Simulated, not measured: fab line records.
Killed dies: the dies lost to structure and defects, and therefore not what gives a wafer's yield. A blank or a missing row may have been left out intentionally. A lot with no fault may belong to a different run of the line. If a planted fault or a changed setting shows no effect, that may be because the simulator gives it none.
Lot-split experiment    flow n5-finfet    route with 1938 steps; 7 lots, 39 wafers read

== THE SPLIT ==
At N5_SD_EPI_N_DEVELOP_08 (develop time 30 s), the setting develop-time-s was moved away from the recipe's 30 s on 18 of the 39 wafers read, by -48.9% to +38.4%. The other wafers ran this setting at the recipe's value.

Between the split and the reading, the file records no step.

== THE READING ==
cd-nm, in nm, at N5_SD_EPI_N_CD_MEAS_09 (target cd 120 nm). Typical for fault-free wafers on this fab line: 119.7 nm, with standard deviation 0.68 nm.

wafer   tool, chamber at the split  develop-time-s as run, s  against the recipe  cd-nm, nm  against lot-mates on the recipe
L074.1  litho-track-02, 0           30                        recipe              119.8      -
L074.2  litho-track-02, 0           21.09                     -29.7%              118.1      -1.7
L074.3  litho-track-02, 0           21.09                     -29.7%              117.7      -2.1
L074.4  litho-track-02, 0           21.09                     -29.7%              118.6      -1.2
L074.5  litho-track-02, 0           30                        recipe              119.3      -
L074.6  litho-track-02, 0           30                        recipe              120.4      -
L076.1  litho-track-05, 0           30                        recipe              119.6      -
L076.4  litho-track-05, 0           30                        recipe              119.2      -
L076.6  litho-track-05, 0           30                        recipe              119.7      -
L077.1  litho-track-01, 0           41.51                     +38.4%              120.9      +1.2
L077.2  litho-track-01, 0           30                        recipe              120.4      -
L077.3  litho-track-01, 0           41.51                     +38.4%              121.0      +1.3
L077.4  litho-track-01, 0           30                        recipe              118.6      -
L077.5  litho-track-01, 0           41.51                     +38.4%              120.7      +1.0
L077.6  litho-track-01, 0           30                        recipe              120.0      -
L082.1  litho-track-02, 0           30                        recipe              119.6      -
L082.2  litho-track-02, 0           30                        recipe              119.6      -
L082.3  litho-track-02, 0           19.2                      -36.0%              118.4      -1.0
L082.4  litho-track-02, 0           19.2                      -36.0%              116.4      -3.0
L082.5  litho-track-02, 0           19.2                      -36.0%              117.1      -2.3
L082.6  litho-track-02, 0           30                        recipe              118.9      -
L088.1  litho-track-05, 0           24.61                     -18.0%              118.2      -0.5
L088.2  litho-track-05, 0           30                        recipe              119.0      -
L088.3  litho-track-05, 0           30                        recipe              118.6      -
L088.4  litho-track-05, 0           30                        recipe              118.6      -
L088.5  litho-track-05, 0           24.61                     -18.0%              118.7      +0.0
L088.6  litho-track-05, 0           24.61                     -18.0%              118.0      -0.7
L092.1  litho-track-05, 0           20.99                     -30.0%              117.3      -2.2
L092.2  litho-track-05, 0           30                        recipe              119.2      -
L092.3  litho-track-05, 0           30                        recipe              120.0      -
L092.4  litho-track-05, 0           30                        recipe              119.4      -
L092.5  litho-track-05, 0           20.99                     -30.0%              117.1      -2.4
L092.6  litho-track-05, 0           20.99                     -30.0%              117.2      -2.3
L095.1  litho-track-05, 0           15.32                     -48.9%              116.3      -3.5
L095.2  litho-track-05, 0           15.32                     -48.9%              115.7      -4.1
L095.3  litho-track-05, 0           15.32                     -48.9%              116.4      -3.4
L095.4  litho-track-05, 0           30                        recipe              119.6      -
L095.5  litho-track-05, 0           30                        recipe              119.4      -
L095.6  litho-track-05, 0           30                        recipe              120.5      -

THE FIT
A straight line over all 39 wafers: cd-nm changes by +0.056 nm for each +1% of develop-time-s; r = +0.90; the points scatter about the line by 0.6 nm.
The same after taking each lot's own level away (the mean of its wafers on the recipe; 39 wafers): +0.0565 nm for each +1%; r = +0.90; scatter 0.61 nm.
The reading moves by 2.8 nm for the largest change in develop-time-s, on that fit.
Across the lots, their own levels run from 118.73 to 119.83 nm, a range of 1.6 times the standard deviation given above.
The two slopes agree, so the slope changes little with the lot-to-lot level.
Check: with one of the wafers moved furthest among these (-48.9%) left out of the fit, the line predicts -2.84 nm for it against its lot-mates. It came out at -3.53 nm against them.

== OTHER SPLITS APPLIED TO THESE WAFERS ==
Note: prior to the reading, these wafers also went through further splits. Each is held against what the fit with the lots' levels taken away leaves over:
other split on the same wafers                     wafers away from the commonest value  r with cd-nm (lot level and that fit taken away)
N5_PMOS_HMC_CHANNEL_EPI_DEVELOP_08 develop-time-s  18                                    +0.02
N5_FIN_SAQP_ETCH_65 time-s                         15                                    -0.25

== THE WHOLE CHAIN: every reading that the file lists as answering this split, in the file's order ==
step                    what it does              reading                                                          change (the file's fit)                 r (the file's)
N5_SD_EPI_N_CD_MEAS_09  target cd 120 nm          cd-nm                                                            +0.0592 nm for each +1% of the setting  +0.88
N5_SD_EPI_N_DESCUM_14   chemistry O2, time 7.9 s  SD_EPI_N.cd-nm (the simulator's own value, which no gauge read)  +0.061 nm for each +1% of the setting   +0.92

== FILE'S OWN FIT ==
cd-nm changes by +0.0592 nm for each +1% of develop-time-s, r = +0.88.
